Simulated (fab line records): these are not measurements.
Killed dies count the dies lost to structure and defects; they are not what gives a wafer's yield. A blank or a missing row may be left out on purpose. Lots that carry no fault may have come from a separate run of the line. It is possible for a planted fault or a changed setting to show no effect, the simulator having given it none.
fab line records	flow n5Finfet
record: lots: 24	wafers: 72	lastDay: 18
route steps=1938 shown BEOL_M2@911 BEOL_M3@946
lots with no fault: from the same line, run without faults
startH: hours from the record's opening day to when the first of the lot's shown wafers began	waitH: hours since the lot's step before	" as in the row above	L1.1+2: several wafers, shown together as one row	- no value present, or no start provided	* or withheld: withheld	< > ~ a bound
route shown NAME@n: NAME is a module with steps in the file, n the number in the route of the first one	usual: mean and standard deviation over wafers with no fault	same: alike in all rows	chamber/n: place in a boat	sites: readings site by site	_std_site: their standard deviation	_edge_site: the outer-site mean with the inner-site mean subtracted	radiusMm: for every site, how far away it sits from the centre of the wafer	mask NAME#n: copy n	behind: the most recent tool/chamber to have shaped the wafer	hold: the reason the lot was held/the length of the hold in hours/how it ended	device: names the non-switching transistor (n, p or np)	end of line: tests run on the same wafers once the route is complete	a step given without rows: its recipe and nothing more	killed: dies lost to structure and defects at the first sort, not the wafer's yield	map: per-die view of a wafer (x killed, . not killed, _ where there is no die)
set.NAME: the setting the step ran with; set.NAME@STEP: the setting that earlier step ran with	model.NAME: the simulator's own value behind a step, which no gauge read
the route's steps for a sample of lots (tables are steps, rows are wafers)
services: when a tool's chamber went out of use (startH, in hours from the record's first day, below 0 if earlier), for how many hours, and the reason
== steps ==
step: N5_BEOL_M2_ANNEAL_87
recipe: tempC: 400	timeS: 240	ambient: vacuum
usual: heaterPowerW: 841/54
lot.wafer	tool	chamber	startH	waitH	heaterPowerW
L074.1	pvdSputter-02	-	160.55	0.0	813
L074.3	"	-	"	"	851
L074.5	"	-	"	"	836
L075.3	pvdSputter-01	-	160.75	0.0	830
L075.4	"	-	"	"	749
L075.6	"	-	"	"	927
L076.1	pvdSputter-03	-	161.26	0.0	767
L076.3	"	-	"	"	922
L076.6	"	-	"	"	780
L077.1	pvdSputter-02	-	164.34	0.0	774
L077.3	"	-	"	"	927
L077.5	"	-	"	"	898
L078.2	pvdSputter-02	-	168.56	0.0	849
L078.4	"	-	"	"	793
L078.5	"	-	"	"	917
L079.3	pvdSputter-02	-	170.88	0.0	907
L079.4	"	-	"	"	775
L079.6	"	-	"	"	936
L080.1	pvdSputter-03	-	173.91	0.0	776
L080.2	"	-	"	"	845
L080.6	"	-	"	"	820
L081.2	pvdSputter-03	-	198.40	0.0	863
L081.4	"	-	"	"	923
L081.5	"	-	"	"	779
L082.2	pvdSputter-02	-	198.92	0.0	835
L082.4	"	-	"	"	757
L082.6	"	-	"	"	906
L084.1	pvdSputter-01	-	202.10	0.0	750
L084.3	"	-	"	"	824
L084.4	"	-	"	"	924
L083.2	pvdSputter-02	-	204.96	0.0	826
L083.4	"	-	"	"	848
L083.5	"	-	"	"	828
L085.3	pvdSputter-02	-	222.86	0.0	916
L085.5	"	-	"	"	796
L085.6	"	-	"	"	939
L086.1	pvdSputter-01	-	226.59	0.0	739
L086.2	"	-	"	"	844
L086.5	"	-	"	"	842
L087.2	pvdSputter-03	-	226.74	0.0	816
L087.4	"	-	"	"	887
L087.6	"	-	"	"	931
L088.2	pvdSputter-02	-	230.25	0.0	903
L088.3	"	-	"	"	814
L088.5	"	-	"	"	842
L089.2	pvdSputter-02	-	236.85	0.0	925
L089.4	"	-	"	"	818
L089.6	"	-	"	"	836
L091.2	pvdSputter-01	-	244.48	0.0	841
L091.4	"	-	"	"	921
L091.6	"	-	"	"	731
L090.1	pvdSputter-03	-	248.63	0.0	861
L090.5	"	-	"	"	854
L090.6	"	-	"	"	843
L092.2	pvdSputter-03	-	250.47	0.0	833
L092.5	"	-	"	"	769
L092.6	"	-	"	"	818
L093.3	pvdSputter-02	-	258.39	0.0	927
L093.4	"	-	"	"	827
L093.5	"	-	"	"	773
L094.4	pvdSputter-01	-	271.25	0.0	903
L094.5	"	-	"	"	855
L094.6	"	-	"	"	833
L095.1	pvdSputter-03	-	272.73	0.0	834
L095.5	"	-	"	"	837
L095.6	"	-	"	"	905
L097.1	pvdSputter-01	-	281.44	0.0	735
L097.4	"	-	"	"	830
L097.5	"	-	"	"	939
L096.1	pvdSputter-03	-	291.07	0.0	903
L096.2	"	-	"	"	834
L096.3	"	-	"	"	789
step: N5_BEOL_M2_CMP_52
recipe: stopOn: SiOC	tOverpolishS: 6.8	downForcePsi: 1	platenRpm: 50	clearingPlatenDownForcePsi: 1.5	clearingPlatenRpm: 50	postCmpClean: cuAlkaline	targetThkNm: 40	clearingPlatenPadVelocityMS: 0.99484	padVelocityMS: 0.99484
usual: barrierFieldEndpointS: 24.8/0.78	edgeZonePressureFrac: 1.000/0.0051	headPressurePsi: 0.9999/0.0023	motorCurrentA: 6.1/0.67	overpolishRunS: 6.799/0.0092	platenRpm: 50.00/0.033	slurryFilterDpKPa: 13.47/0.13	timeToEndpointS: 62/4.4
lot.wafer	tool	chamber	startH	waitH	barrierFieldEndpointS	edgeZonePressureFrac	headPressurePsi	motorCurrentA	overpolishRunS	platenRpm	slurryFilterDpKPa	timeToEndpointS
L074.3	cmp-02	0	162.06	0.2	25.7	0.997	0.9998	5.8	6.792	50.02	13.33	65
L074.1	"	1	"	"	25.3	1.004	0.9972	5.9	6.781	49.99	13.60	70
L074.5	"	0	"	"	25.4	1.001	0.9980	5.8	6.788	50.00	13.53	64
L075.3	cmp-03	0	162.30	0.2	23.4	0.996	0.9986	7.6	6.793	49.95	13.37	51
L075.4	"	1	"	"	25.3	0.997	1.0027	6.3	6.816	50.01	13.37	64
L075.6	"	0	"	"	23.2	1.001	1.0012	7.0	6.791	49.96	13.60	50
L076.1	cmp-01	2	162.85	0.3	25.7	1.007	0.9977	6.0	6.791	50.00	13.43	62
L076.3	"	3	"	"	25.1	0.991	0.9970	5.3	6.807	49.99	13.32	62
L076.6	"	0	"	"	25.2	1.004	1.0021	5.3	6.798	50.03	13.34	61
L077.3	cmp-01	2	165.87	0.2	24.9	1.006	1.0021	6.4	6.800	49.98	13.47	62
L077.1	"	3	"	"	24.9	1.000	1.0013	5.6	6.815	49.97	13.27	62
L077.5	"	3	"	"	24.3	1.002	0.9991	5.5	6.811	50.02	13.42	62
L078.2	cmp-02	2	170.08	0.2	25.2	0.999	0.9999	6.9	6.795	50.04	13.32	63
L078.4	"	1	"	"	27.2	0.998	1.0014	5.7	6.779	49.98	13.53	71
L078.5	"	2	"	"	24.6	1.004	1.0042	6.2	6.798	50.01	13.59	63
L079.3	cmp-01	3	172.47	0.2	25.2	1.005	0.9975	5.6	6.811	49.99	13.58	62
L079.4	"	0	"	"	25.9	1.010	0.9994	5.5	6.798	50.04	13.65	67
L079.6	"	1	"	"	25.0	1.003	1.0012	7.3	6.800	49.99	13.48	65
L080.1	cmp-03	3	175.52	0.3	23.9	1.005	1.0038	6.1	6.804	50.05	13.67	55
L080.2	"	0	"	"	23.1	1.005	1.0029	7.3	6.805	49.99	13.46	45
L080.6	"	2	"	"	23.6	0.999	0.9961	5.7	6.786	50.05	13.78	54
L081.4	cmp-02	3	199.95	0.2	24.5	0.999	1.0032	5.4	6.800	50.03	13.44	65
L081.2	"	0	"	"	24.9	0.999	1.0040	5.6	6.805	50.05	13.62	64
L081.5	"	2	"	"	25.1	1.000	1.0014	6.6	6.805	49.98	13.32	60
L082.4	cmp-03	3	200.48	0.2	23.9	1.002	0.9969	6.3	6.793	50.02	13.49	58
L082.2	"	0	"	"	23.3	0.997	1.0064	7.2	6.810	49.94	13.56	56
L082.6	"	2	"	"	24.7	1.002	0.9995	5.8	6.795	50.00	13.54	62
L084.3	cmp-02	3	203.64	0.2	24.6	1.000	0.9971	5.3	6.796	50.03	13.47	63
L084.4	"	0	"	"	25.2	0.996	0.9994	6.1	6.795	49.99	13.40	65
L084.1	"	2	"	"	23.8	0.997	1.0007	6.8	6.794	49.98	13.27	64
L083.2	cmp-02	3	206.60	0.2	24.4	1.006	0.9990	5.4	6.802	50.04	13.68	63
L083.4	"	1	"	"	25.1	1.002	0.9964	5.7	6.792	50.04	13.51	66
L083.5	"	2	"	"	24.8	0.995	0.9999	6.3	6.797	49.98	13.49	62
L085.3	cmp-01	1	224.43	0.2	23.5	0.995	0.9999	7.3	6.789	49.95	13.45	60
L085.6	"	1	"	"	23.8	0.989	0.9997	7.0	6.794	49.98	13.74	59
L085.5	"	2	"	"	24.2	0.998	1.0004	6.5	6.809	49.97	13.41	59
L086.1	cmp-03	3	228.17	0.3	24.7	1.005	1.0009	6.2	6.801	49.99	13.32	58
L086.2	"	0	"	"	24.0	0.994	0.9997	6.9	6.797	50.01	13.63	53
L086.5	"	1	"	"	25.4	0.997	0.9978	6.0	6.798	49.96	13.62	64
L087.2	cmp-01	2	228.34	0.3	25.1	1.003	0.9986	6.0	6.791	49.98	13.32	62
L087.4	"	0	"	"	24.8	0.995	0.9976	5.2	6.786	49.96	13.43	63
L087.6	"	2	"	"	25.3	1.004	0.9960	6.2	6.812	49.99	13.45	64
L088.3	cmp-01	3	231.80	0.2	24.0	1.002	1.0024	5.4	6.811	49.98	13.53	63
L088.2	"	0	"	"	23.8	0.996	1.0004	5.2	6.809	50.04	13.62	64
L088.5	"	3	"	"	24.9	1.000	1.0030	5.5	6.795	49.97	13.39	62
L089.4	cmp-01	3	238.63	0.2	24.9	0.994	0.9997	5.8	6.782	49.99	13.26	58
L089.2	"	0	"	"	25.0	0.997	1.0011	5.4	6.801	49.99	13.68	63
L089.6	"	0	"	"	25.5	0.993	0.9981	5.2	6.781	50.03	13.54	59
L091.4	cmp-01	2	246.03	0.2	25.6	1.001	0.9996	6.4	6.798	50.01	13.65	64
L091.2	"	3	"	"	24.1	0.995	0.9968	5.2	6.813	49.95	13.29	58
L091.6	"	2	"	"	25.5	1.000	0.9994	6.3	6.794	50.07	13.29	63
L090.1	cmp-01	2	250.22	0.3	24.2	0.993	1.0000	6.4	6.803	50.01	13.37	62
L090.6	"	0	"	"	24.9	0.998	0.9995	5.2	6.805	49.95	13.34	62
L090.5	"	1	"	"	25.0	1.000	0.9993	7.3	6.793	49.99	13.67	58
L092.2	cmp-02	1	251.99	0.2	24.5	0.997	0.9964	5.5	6.818	50.03	13.44	64
L092.5	"	1	"	"	25.2	0.993	0.9943	5.6	6.777	50.07	13.50	64
L092.6	"	2	"	"	24.3	0.993	0.9991	6.8	6.792	50.03	13.58	61
L093.4	cmp-03	1	260.08	0.1	25.0	0.999	1.0016	6.1	6.780	50.03	13.06	64
L093.3	"	2	"	"	24.1	1.001	0.9969	5.9	6.802	49.98	13.33	63
L093.5	"	2	"	"	24.6	0.993	1.0003	5.8	6.794	50.01	13.48	57
L094.4	cmp-03	0	272.81	0.2	24.4	1.007	1.0005	7.2	6.780	50.00	13.47	53
L094.6	"	3	"	"	25.0	0.991	0.9987	6.3	6.816	50.04	13.22	60
L094.5	"	0	"	"	24.3	0.999	0.9977	7.3	6.814	49.99	13.47	53
L095.1	cmp-02	0	274.42	0.3	25.4	1.008	1.0027	5.7	6.803	49.94	13.49	65
L095.5	"	3	"	"	25.8	0.995	1.0022	5.4	6.791	50.00	13.58	68
L095.6	"	0	"	"	26.4	1.000	1.0002	5.8	6.804	49.97	13.47	69
L097.4	cmp-01	0	283.07	0.1	24.0	1.003	1.0018	5.4	6.809	50.06	13.49	56
L097.1	"	2	"	"	24.0	0.992	1.0004	6.2	6.794	50.09	13.30	58
L097.5	"	1	"	"	24.0	0.996	1.0017	7.1	6.799	49.99	13.57	55
L096.3	cmp-02	2	292.59	0.2	24.6	1.007	0.9980	6.2	6.779	50.00	13.56	67
L096.2	"	3	"	"	24.8	1.007	1.0020	5.0	6.802	49.99	13.26	69
L096.1	"	0	"	"	25.3	1.007	0.9995	5.5	6.802	50.00	13.46	67
step: N5_BEOL_M2_DEP_57
recipe: material: SiCN	targetThkA: 80	tempC: withheld	precursor: 3MS/NH3	pressureTorr: 3	rfW: 202	timeS: 14
usual: showerheadPlenumPTorr: 3.665/0.016	throttleValvePct: 8.9/0.48
lot.wafer	tool	chamber	startH	waitH	showerheadPlenumPTorr	throttleValvePct
L074.1	pecvd-04	2	162.55	0.0	3.665	8.3
L074.3	"	0	"	"	3.646	8.6
L074.5	"	2	"	"	3.667	8.7
L075.3	pecvd-03	0	162.75	0.0	3.641	9.2
L075.4	"	2	"	"	3.696	8.5
L075.6	"	1	"	"	3.647	9.4
L076.1	pecvd-04	0	163.27	0.0	3.652	8.6
L076.3	"	2	"	"	3.668	8.7
L076.6	"	2	"	"	3.674	8.7
L077.1	pecvd-03	0	166.36	0.0	3.640	8.9
L077.3	"	2	"	"	3.680	8.6
L077.5	"	0	"	"	3.665	9.0
L078.2	pecvd-04	1	170.56	0.0	3.674	8.5
L078.4	"	2	"	"	3.664	8.5
L078.5	"	1	"	"	3.677	8.4
L079.3	pecvd-03	2	172.89	0.0	3.686	8.6
L079.4	"	1	"	"	3.644	9.2
L079.6	"	0	"	"	3.656	9.3
L080.1	pecvd-04	0	175.94	0.0	3.644	8.4
L080.2	"	2	"	"	3.664	8.6
L080.6	"	2	"	"	3.674	8.4
L081.2	pecvd-03	1	200.40	0.0	3.640	9.1
L081.4	"	1	"	"	3.650	9.2
L081.5	"	0	"	"	3.640	9.4
L082.2	pecvd-02	2	200.93	0.0	3.684	8.9
L082.4	"	2	"	"	3.677	8.8
L082.6	"	0	"	"	3.677	9.1
L084.1	pecvd-04	2	204.13	0.0	3.669	8.5
L084.3	"	0	"	"	3.650	8.5
L084.4	"	0	"	"	3.645	8.2
L083.2	pecvd-03	2	207.05	0.0	3.678	8.6
L083.4	"	2	"	"	3.686	8.6
L083.5	"	1	"	"	3.643	8.8
L085.3	pecvd-04	2	224.92	0.0	3.671	8.3
L085.5	"	2	"	"	3.662	8.7
L085.6	"	0	"	"	3.649	8.5
L086.1	pecvd-02	2	228.59	0.0	3.674	8.9
L086.2	"	1	"	"	3.666	9.8
L086.5	"	1	"	"	3.680	9.9
L087.2	pecvd-04	1	228.79	0.0	3.666	8.8
L087.4	"	0	"	"	3.643	8.4
L087.6	"	1	"	"	3.675	8.7
L088.2	pecvd-04	0	232.25	0.0	3.637	8.2
L088.3	"	1	"	"	3.667	8.8
L088.5	"	1	"	"	3.676	8.6
L089.2	pecvd-02	2	239.12	0.0	3.678	8.8
L089.4	"	0	"	"	3.677	9.2
L089.6	"	2	"	"	3.682	8.9
L091.2	pecvd-04	0	246.48	0.0	3.640	8.5
L091.4	"	1	"	"	3.683	8.5
L091.6	"	2	"	"	3.665	8.3
L090.1	pecvd-04	1	250.63	0.0	3.690	8.3
L090.5	"	2	"	"	3.671	8.5
L090.6	"	0	"	"	3.640	8.4
L092.2	pecvd-04	1	252.64	0.0	3.679	9.0
L092.5	"	1	"	"	3.675	8.5
L092.6	"	2	"	"	3.667	8.4
L093.3	pecvd-04	0	260.70	0.0	3.642	8.6
L093.4	"	2	"	"	3.679	8.7
L093.5	"	2	"	"	3.671	8.7
L094.4	pecvd-02	1	273.28	0.0	3.686	9.8
L094.5	"	0	"	"	3.671	9.2
L094.6	"	2	"	"	3.675	8.8
L095.1	pecvd-02	0	274.87	0.0	3.660	9.0
L095.5	"	1	"	"	3.685	10.0
L095.6	"	0	"	"	3.670	9.4
L097.1	pecvd-02	2	283.58	0.0	3.683	8.9
L097.4	"	0	"	"	3.675	9.3
L097.5	"	2	"	"	3.662	8.9
L096.1	pecvd-02	1	293.08	0.0	3.685	10.2
L096.2	"	0	"	"	3.669	9.1
L096.3	"	2	"	"	3.679	8.8
step: N5_BEOL_M3_INSPECT_13
recipe: mode: adi	inspectInstrument: brightfield
usual: rawDefectCount: 417/96
lot.wafer	tool	chamber	startH	waitH	rawDefectCount
L074.1	defectInspect-01	-	163.45	0.1	495
L074.3	"	-	"	"	326
L074.5	"	-	"	"	446
L075.3	defectInspect-01	-	163.52	0.0	517
L075.4	"	-	"	"	588
L075.6	"	-	"	"	348
L076.1	defectInspect-01	-	165.42	0.1	302
L076.3	"	-	"	"	295
L076.6	"	-	"	"	595
L077.1	defectInspect-01	-	168.76	0.1	436
L077.3	"	-	"	"	369
L077.5	"	-	"	"	307
L078.2	defectInspect-02	-	172.88	0.0	853
L078.4	"	-	"	"	520
L078.5	"	-	"	"	541
L079.3	defectInspect-02	-	175.45	0.0	441
L079.4	"	-	"	"	382
L079.6	"	-	"	"	335
L080.1	defectInspect-01	-	179.06	0.1	338
L080.2	"	-	"	"	525
L080.6	"	-	"	"	421
L081.2	defectInspect-02	-	201.74	0.0	526
L081.4	"	-	"	"	553
L081.5	"	-	"	"	435
L082.2	defectInspect-01	-	203.00	0.0	339
L082.4	"	-	"	"	397
L082.6	"	-	"	"	428
L084.1	defectInspect-01	-	208.81	0.1	377
L084.3	"	-	"	"	385
L084.4	"	-	"	"	355
L083.2	defectInspect-02	-	209.22	0.0	325
L083.4	"	-	"	"	396
L083.5	"	-	"	"	313
L085.3	defectInspect-02	-	225.82	0.0	294
L085.5	"	-	"	"	431
L085.6	"	-	"	"	334
L086.1	defectInspect-01	-	230.40	0.1	337
L086.2	"	-	"	"	321
L086.5	"	-	"	"	596
L087.2	defectInspect-01	-	230.50	0.0	439
L087.4	"	-	"	"	321
L087.6	"	-	"	"	494
L088.2	defectInspect-01	-	233.93	0.0	485
L088.3	"	-	"	"	542
L088.5	"	-	"	"	450
L089.2	defectInspect-01	-	239.93	0.0	330
L089.4	"	-	"	"	381
L089.6	"	-	"	"	292
L091.2	defectInspect-02	-	247.74	0.0	429
L091.4	"	-	"	"	489
L091.6	"	-	"	"	399
L090.1	defectInspect-02	-	251.96	0.1	330
L090.5	"	-	"	"	322
L090.6	"	-	"	"	341
L092.2	defectInspect-01	-	254.96	0.0	346
L092.5	"	-	"	"	402
L092.6	"	-	"	"	430
L093.3	defectInspect-02	-	261.69	0.0	388
L093.4	"	-	"	"	375
L093.5	"	-	"	"	338
L094.4	defectInspect-01	-	274.63	0.0	382
L094.5	"	-	"	"	434
L094.6	"	-	"	"	418
L095.1	defectInspect-01	-	276.04	0.1	279
L095.5	"	-	"	"	552
L095.6	"	-	"	"	313
L097.1	defectInspect-02	-	285.27	0.1	387
L097.4	"	-	"	"	417
L097.5	"	-	"	"	348
L096.1	defectInspect-01	-	294.67	0.1	475
L096.2	"	-	"	"	459
L096.3	"	-	"	"	297
step: N5_BEOL_M3_DEGAS_44
recipe: ambient: vacuum	tempC: 250	timeS: 60
usual: heaterPowerW: 336/22
lot.wafer	tool	chamber	startH	waitH	heaterPowerW
L074.1	pvdSputter-03	-	165.36	0.1	316
L074.3	"	-	"	"	333
L074.5	"	-	"	"	361
L076.1	pvdSputter-03	-	169.80	0.6	365
L076.3	"	-	"	"	335
L076.6	"	-	"	"	359
L075.3	pvdSputter-01	-	169.82	0.5	301
L075.4	"	-	"	"	333
L075.6	"	-	"	"	364
L077.1	pvdSputter-01	-	172.61	0.2	296
L077.3	"	-	"	"	330
L077.5	"	-	"	"	371
L078.2	pvdSputter-03	-	179.75	0.2	369
L078.4	"	-	"	"	334
L078.5	"	-	"	"	341
L079.3	pvdSputter-01	-	183.26	0.5	343
L079.4	"	-	"	"	324
L079.6	"	-	"	"	295
L080.1	pvdSputter-01	-	183.42	0.4	349
L080.2	"	-	"	"	301
L080.6	"	-	"	"	379
L081.2	pvdSputter-03	-	208.92	0.2	319
L081.4	"	-	"	"	332
L081.5	"	-	"	"	334
L082.2	pvdSputter-01	-	209.25	0.1	327
L082.4	"	-	"	"	293
L082.6	"	-	"	"	344
L084.1	pvdSputter-03	-	218.15	0.2	336
L084.3	"	-	"	"	350
L084.4	"	-	"	"	335
L083.2	pvdSputter-02	-	218.18	0.1	300
L083.4	"	-	"	"	366
L083.5	"	-	"	"	361
L085.3	pvdSputter-03	-	230.33	0.2	315
L085.5	"	-	"	"	314
L085.6	"	-	"	"	353
L087.2	pvdSputter-03	-	233.59	0.1	330
L087.4	"	-	"	"	317
L087.6	"	-	"	"	311
L088.2	pvdSputter-01	-	239.08	0.0	299
L088.3	"	-	"	"	371
L088.5	"	-	"	"	334
L086.1	pvdSputter-03	-	244.44	0.4	335
L086.2	"	-	"	"	323
L086.5	"	-	"	"	336
L089.2	pvdSputter-03	-	244.52	0.4	360
L089.4	"	-	"	"	340
L089.6	"	-	"	"	313
L091.2	pvdSputter-01	-	251.40	0.5	351
L091.4	"	-	"	"	323
L091.6	"	-	"	"	351
L090.1	pvdSputter-02	-	254.79	0.1	331
L090.5	"	-	"	"	327
L090.6	"	-	"	"	354
L092.2	pvdSputter-02	-	266.29	0.2	320
L092.5	"	-	"	"	356
L092.6	"	-	"	"	310
L093.3	pvdSputter-01	-	272.55	0.4	301
L093.4	"	-	"	"	335
L093.5	"	-	"	"	296
L094.4	pvdSputter-02	-	283.31	0.5	330
L094.5	"	-	"	"	343
L094.6	"	-	"	"	311
L095.1	pvdSputter-03	-	284.71	0.8	339
L095.5	"	-	"	"	344
L095.6	"	-	"	"	308
L097.1	pvdSputter-03	-	303.26	0.5	330
L097.4	"	-	"	"	338
L097.5	"	-	"	"	316
L096.1	pvdSputter-03	-	303.44	0.6	364
L096.2	"	-	"	"	339
L096.3	"	-	"	"	341
step: N5_BEOL_M3_SPUTTER_48
recipe: material: Cu	targetThkA: 45	tempC: -20	chamberPressurePa: 0.07	powerW: withheld	timeS: 8.29
usual: chuckGasFlowSccm: 1.26/0.06	throttleValvePct: 30.5/0.91
lot.wafer	tool	chamber	startH	waitH	chuckGasFlowSccm	throttleValvePct
L074.1	pvdSputter-03	-	167.36	1.0	1.22	29.5
L074.3	"	-	"	"	1.25	32.1
L074.5	"	-	"	"	1.22	29.0
L076.1	pvdSputter-03	-	170.42	0.1	1.29	31.1
L076.3	"	-	"	"	1.16	29.8
L076.6	"	-	"	"	1.35	29.6
L075.3	pvdSputter-01	-	170.44	0.1	1.23	30.2
L075.4	"	-	"	"	1.25	29.9
L075.6	"	-	"	"	1.37	31.8
L077.1	pvdSputter-01	-	173.40	0.2	1.21	31.3
L077.3	"	-	"	"	1.28	30.1
L077.5	"	-	"	"	1.29	30.1
L078.2	pvdSputter-03	-	182.03	1.4	1.37	32.2
L078.4	"	-	"	"	1.37	30.9
L078.5	"	-	"	"	1.22	29.5
L080.1	pvdSputter-03	-	184.19	0.2	1.25	29.0
L080.2	"	-	"	"	1.32	31.2
L080.6	"	-	"	"	1.19	28.9
L079.3	pvdSputter-02	-	185.75	1.7	1.34	29.9
L079.4	"	-	"	"	1.32	30.4
L079.6	"	-	"	"	1.25	30.6
L082.2	pvdSputter-03	-	209.97	0.1	1.39	32.0
L082.4	"	-	"	"	1.26	30.9
L082.6	"	-	"	"	1.27	30.0
L081.2	pvdSputter-01	-	210.00	0.1	1.22	31.4
L081.4	"	-	"	"	1.23	30.6
L081.5	"	-	"	"	1.20	30.3
L084.1	pvdSputter-03	-	219.02	0.1	1.28	32.2
L084.3	"	-	"	"	1.28	28.9
L084.4	"	-	"	"	1.28	31.2
L083.2	pvdSputter-02	-	219.16	0.1	1.20	30.5
L083.4	"	-	"	"	1.29	30.4
L083.5	"	-	"	"	1.23	30.7
L085.3	pvdSputter-02	-	231.39	0.1	1.21	30.4
L085.5	"	-	"	"	1.21	30.2
L085.6	"	-	"	"	1.24	29.2
L087.2	pvdSputter-02	-	234.27	0.1	1.28	30.5
L087.4	"	-	"	"	1.31	29.9
L087.6	"	-	"	"	1.26	30.5
L088.2	pvdSputter-01	-	241.90	1.9	1.14	30.3
L088.3	"	-	"	"	1.26	31.4
L088.5	"	-	"	"	1.30	30.3
L086.1	pvdSputter-02	-	245.06	0.1	1.37	29.9
L086.2	"	-	"	"	1.28	30.7
L086.5	"	-	"	"	1.30	29.7
L089.2	pvdSputter-03	-	245.22	0.2	1.28	32.3
L089.4	"	-	"	"	1.28	29.7
L089.6	"	-	"	"	1.25	30.8
L091.2	pvdSputter-03	-	252.25	0.2	1.20	29.7
L091.4	"	-	"	"	1.31	29.0
L091.6	"	-	"	"	1.20	28.8
L090.1	pvdSputter-02	-	255.61	0.2	1.14	30.5
L090.5	"	-	"	"	1.22	30.5
L090.6	"	-	"	"	1.29	31.0
L092.2	pvdSputter-01	-	268.67	1.5	1.18	31.6
L092.5	"	-	"	"	1.22	31.4
L092.6	"	-	"	"	1.20	30.5
L093.3	pvdSputter-02	-	273.11	0.1	1.16	30.3
L093.4	"	-	"	"	1.28	29.7
L093.5	"	-	"	"	1.26	30.4
L094.4	pvdSputter-02	-	284.03	0.0	1.29	30.6
L094.5	"	-	"	"	1.22	30.4
L094.6	"	-	"	"	1.26	30.5
L095.1	pvdSputter-03	-	285.37	0.1	1.26	29.8
L095.5	"	-	"	"	1.34	32.0
L095.6	"	-	"	"	1.26	31.2
L097.1	pvdSputter-03	-	304.11	0.2	1.24	31.1
L097.4	"	-	"	"	1.27	29.8
L097.5	"	-	"	"	1.30	29.8
L096.1	pvdSputter-01	-	305.80	1.8	1.18	30.4
L096.2	"	-	"	"	1.22	31.1
L096.3	"	-	"	"	1.36	30.3
== services ==
tool	chamber	startH	hours	kind
pecvd-04	0	136.78	13.9	repair
pvdSputter-01	-	137.28	15.4	repair
cmp-01	-	138.97	12.9	pm
cmp-01	-	152.89	1.3	repair
pecvd-03	-	161.43	0.3	repair
pecvd-04	2	163.33	2.1	scheduledDown
pecvd-04	1	170.87	13.4	repair
pecvd-04	1	188.62	2.1	scheduledDown
cmp-03	-	200.72	4.6	pm
cmp-03	-	215.20	0.3	repair
pecvd-03	-	217.15	98.4	repair
cmp-03	-	218.81	6.2	pm
pecvd-02	-	240.78	1.8	repair
cmp-02	-	240.93	4.0	pm
pecvd-04	-	255.35	2.8	pm
cmp-03	-	265.13	2.8	repair
cmp-03	-	276.80	1.5	repair
pvdSputter-02	-	288.91	7.9	repair
cmp-01	-	292.93	4.0	pm
cmp-01	-	296.93	-	consumableReplace:conditioner
cmp-01	-	296.93	-	consumableReplace:pad
cmp-03	-	299.54	3.2	repair
pecvd-02	2	301.11	4.4	repair
pvdSputter-02	-	303.50	6.2	repair
== key ==
fault none
